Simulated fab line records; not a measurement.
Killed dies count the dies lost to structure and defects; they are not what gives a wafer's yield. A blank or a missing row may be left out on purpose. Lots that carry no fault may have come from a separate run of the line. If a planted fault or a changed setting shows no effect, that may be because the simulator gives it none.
Matching of chambers | flow n5Finfet | 4 sister chambers for N5_HKMG_FIN_ETCH_31 on rieDiel-02
The step etches SiARC in CF4, target depth 45.5 nm, time 75.8 s. 20 wafers are shown with their chamber, then 10 later ones without.

## WAFERS, EACH WITH ITS CHAMBER
wafer  | chamber | showerheadPlenumPTorr (Torr) | drypumpMotorCurrentA (A) | oesProductAu (a.u.)
L074.2 | 1       | 2.11                         | 5.8                      | 0.58
L074.3 | 3       | 2.23                         | 5.2                      | 0.65
L074.5 | 1       | 2.11                         | 5.8                      | 0.58
L078.1 | 0       | 2.22                         | 5.9                      | 0.64
L078.3 | 1       | 2.11                         | 5.9                      | 0.58
L078.5 | 0       | 2.22                         | 5.9                      | 0.64
L079.3 | 3       | 2.22                         | 5.2                      | 0.65
L079.4 | 0       | 2.22                         | 5.9                      | 0.63
L079.6 | 0       | 2.22                         | 5.9                      | 0.64
L080.1 | 0       | 2.22                         | 5.9                      | 0.63
L080.3 | 2       | 2.10                         | 5.7                      | 0.80
L080.4 | 2       | 2.10                         | 5.7                      | 0.80
L088.1 | 0       | 2.22                         | 5.9                      | 0.62
L088.3 | 1       | 2.11                         | 5.8                      | 0.79
L088.5 | 0       | 2.22                         | 5.9                      | 0.62
L090.1 | 2       | 2.09                         | 5.6                      | 0.75
L090.2 | 1       | 2.10                         | 5.8                      | 0.78
L090.3 | 3       | 2.21                         | 5.2                      | 0.63
L090.4 | 0       | 2.21                         | 5.8                      | 0.61
L090.5 | 1       | 2.10                         | 5.8                      | 0.78

SIGNATURES (averages over the wafers above)
reading               | chamber 0 | chamber 1 | chamber 2 | chamber 3 | scatter within a chamber
showerheadPlenumPTorr | 2.2188    | 2.1067    | 2.0967    | 2.2200    | 0.00552
drypumpMotorCurrentA  | 5.888     | 5.817     | 5.667     | 5.200     | 0.0385
oesProductAu          | 0.6288    | 0.6817    | 0.7833    | 0.6433    | 0.0637
Rule: for a wafer and a chamber, the distance is found by dividing, reading by reading, the gap between the wafer's reading and the chamber's mean by the reading's scatter, squaring, summing and taking the root. The wafer belongs to the nearest chamber; if the next one is less than 2 further off, it can't be placed. The scatter: the root of (the sum of the squares of (reading less its chamber's mean) over the shown wafers, divided by (wafers less chambers)).

## WAFERS WHOSE CHAMBER IS MISSING
wafer  | showerheadPlenumPTorr (Torr) | drypumpMotorCurrentA (A) | oesProductAu (a.u.)
L090.6 | 2.21                         | 5.9                      | 0.61
L091.1 | 2.10                         | 5.8                      | 0.79
L091.2 | 2.09                         | 5.7                      | 0.76
L091.4 | 2.21                         | 5.2                      | 0.64
L092.1 | 2.10                         | 5.8                      | 0.77
L092.2 | 2.21                         | 5.9                      | 0.61
L092.6 | 2.21                         | 5.2                      | 0.64
L095.1 | 2.09                         | 5.6                      | 0.75
L095.2 | 2.10                         | 5.8                      | 0.76
L095.5 | 2.21                         | 5.8                      | 0.60

## THE CHAMBER EACH PASSED THROUGH
wafer  | from the rows above     | in truth
L090.6 | 0                       | 0
L091.1 | can't be placed: 1 or 2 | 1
L091.2 | 2                       | 2
L091.4 | 3                       | 3
L092.1 | can't be placed: 1 or 2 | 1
L092.2 | 0                       | 0
L092.6 | 3                       | 3
L095.1 | 2                       | 2
L095.2 | can't be placed: 1 or 2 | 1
L095.5 | 0                       | 0
Placed correctly: 7 of 10. From these rows, 3 cannot be placed; in 3 the true chamber is one of the candidates. Number placed wrongly: 0.
